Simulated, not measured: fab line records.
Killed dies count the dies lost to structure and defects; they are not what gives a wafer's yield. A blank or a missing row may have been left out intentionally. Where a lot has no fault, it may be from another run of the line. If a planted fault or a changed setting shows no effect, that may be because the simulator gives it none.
Problem report in the 8D (eight disciplines) form, filled by code | flow nand-harc | the parts of the form that need people (team, actions taken, sign-off) are left out

## 1. THE ISSUE
A mean of 670 is read at NHARC_END_SORT_01 for killed-at-array, taken on 1 wafer of 1 lot, against 49 (standard deviation 19) on wafers free of any fault. Relative to the usual mean, that is a shift of +33 standard deviations.
Seen first at day 31 04:10 on prober-02, wafer L333.3. The record holds 3 wafers of 1 lot with a number at this step. Rule for "out" (also "out of limits"): further than 4 standard deviations from the usual mean. The other wafers with a number count as sound.

## 2. WHAT IT IS; WHAT IT IS NOT
question                    | is                           | is not
which readings at this step | killed-at-array, killed-dies | killed-at-other, killed-at-periphery, killed-open, killed-short
which lots                  | L333                         | -
which wafers of those lots  | L333.3                       | L333.1, L333.2
read on which gauges        | prober-02                    | -
when                        | from day 31 04:10            | up to then (2 sound wafers)

## 3. SUSPECTS, AND WHAT RULES EACH OUT
Counting: a tool at a process step up to the reading stays a suspect if it ran every lot that is out. Sound lots after the first of them don't rule it out here, since some wafers of a struck lot are sound.
- the gauge at NHARC_END_SORT_01: ruled out. All the wafers that are out were read on prober-02, but those of them that NHARC_A_CONTACT_ETCH_106 has rows for are out there too, on other tools.
- har-cap-etch-02 at NHARC_A_CONTACT_ETCH_125 (etches the open film in C4F8/O2/Ar, time 197 s, target depth 1918 nm): kept. It ran the lot that is out, L333 (day 28 08:55).
- har-cap-etch-02 at NHARC_A_CONTACT_ETCH_131 (etches the open film in C4F8/O2/Ar, time 197 s, target depth 1918 nm): kept. It ran the lot that is out, L333 (day 28 09:59).
- rie-diel-04 at NHARC_A_CONTACT_ETCH_106 (etches the open film in CF4/O2, target depth 90 nm, overetch 9 nm, time 49.5 s): kept. It ran the lot that is out, L333 (day 28 11:38). On those wafers its own readings are out: run-length-s.
- acl-dep-01 at NHARC_A_CONTACT_DEP_84 (deposits aC, target thk 2800 nm): kept. It ran the lot that is out, L333 (day 28 12:18).
- At NHARC_A_CONTACT_ETCH_106, inside rie-diel-04: chamber 0 took the wafers that are out, while their sound lot-mates went through chambers 1, 3.
Left after counting: har-cap-etch-02 at NHARC_A_CONTACT_ETCH_125, har-cap-etch-02 at NHARC_A_CONTACT_ETCH_131, rie-diel-04 at NHARC_A_CONTACT_ETCH_106, acl-dep-01 at NHARC_A_CONTACT_DEP_84.

## 4. THE CAUSE (what the simulator had put in)
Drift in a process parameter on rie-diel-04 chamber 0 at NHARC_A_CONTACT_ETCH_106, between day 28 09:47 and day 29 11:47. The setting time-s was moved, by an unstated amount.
This tool is one of the 4 suspects left after counting.

## 5. THE EFFECT CHAIN, in route order
Rows list readings where the struck wafers' mean (over those with a number) sits beyond 3 standard deviations from the usual. Scope: only readings with a usual standard deviation given in the record; hours: median across lots of the time from each lot's start at the first step in this table that gives one to its start at this step; sigmas: change in usual standard deviations.
hours | step                     | reading         | usual  | on struck wafers | change | sigmas
0     | NHARC_A_CONTACT_ETCH_106 | run-length-s    | 70.8 s | 65.0             | -5.8   | -11
65    | NHARC_END_SORT_01        | killed-at-array | 49     | 670              | +621   | +33
65    | NHARC_END_SORT_01        | killed-dies     | 54     | 675              | +621   | +33
Its process steps:
- NHARC_A_CONTACT_ETCH_106: etches the open film in CF4/O2, target depth 90 nm, overetch 9 nm, time 49.5 s.
Readings that are blank on the struck wafers while sound wafers have them: rf-fwd-power-W at NHARC_A_CONTACT_ETCH_106.

## 6. WHAT WOULD HAVE CAUGHT IT SOONER
In this record the first reading out of limits at a measuring or inspecting step was taken at day 31 04:10, 66 hours after the fault began at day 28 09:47.
Tool's own readings at NHARC_A_CONTACT_ETCH_106, run-length-s: out on all struck wafers the step has rows for; an alarm limit on them would have tripped on the first.
By day 31 04:10 the whole set of lots that are out, 1 in number, had already begun NHARC_A_CONTACT_ETCH_106 on rie-diel-04. None of them would have been spared by holding the tool at that moment.
